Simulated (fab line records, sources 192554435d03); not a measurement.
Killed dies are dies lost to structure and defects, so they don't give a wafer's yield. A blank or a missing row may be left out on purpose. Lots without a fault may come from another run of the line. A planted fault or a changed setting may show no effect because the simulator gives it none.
Chamber matching | flow n5_finfet | N5_HKMG_FIN_ETCH_67 on rie_diel-03: 4 sister chambers
The step etches SOC in N2/H2, stops on TiN, target depth 388.9 nm. 4 wafers are shown with their chamber, then 9 later ones without.

WAFERS WITH THEIR CHAMBER
wafer  | chamber | drypump_motor_current_A (A)
L077.6 | 0       | 6.0
L083.2 | 2       | 6.7
L093.2 | 1       | 6.5
L093.6 | 3       | 5.6

WAFERS WITHOUT THEIR CHAMBER
wafer  | drypump_motor_current_A (A)
L095.1 | 5.6
L095.2 | 6.8
L095.3 | 6.5
L095.4 | 6.0
L095.5 | 6.8
L095.6 | 6.5
L096.2 | 5.6
L096.5 | 5.6
L096.6 | 6.7

WHICH CHAMBER EACH WENT THROUGH
wafer  | from the rows above | in truth
L095.1 | 3                   | 3
L095.2 | 2                   | 2
L095.3 | 1                   | 1
L095.4 | 0                   | 0
L095.5 | 2                   | 2
L095.6 | 1                   | 1
L096.2 | 3                   | 3
L096.5 | 3                   | 3
L096.6 | 2                   | 2
Placed correctly: 9 of 9. Can't be placed from these rows: 0. Placed wrongly: 0.
How it was worked out, from the rows above alone: a wafer's distance from a chamber is the root of the sum, over the readings, of the square of ((its reading less the chamber's mean) divided by the reading's scatter). The wafer belongs to the nearest chamber; if the next one is less than 2 further off, it can't be placed. A chamber's mean is the mean of its shown wafers. The scatter: with one shown wafer a chamber, the root of the mean of the squares of how far each hidden wafer lies from its nearest shown one.
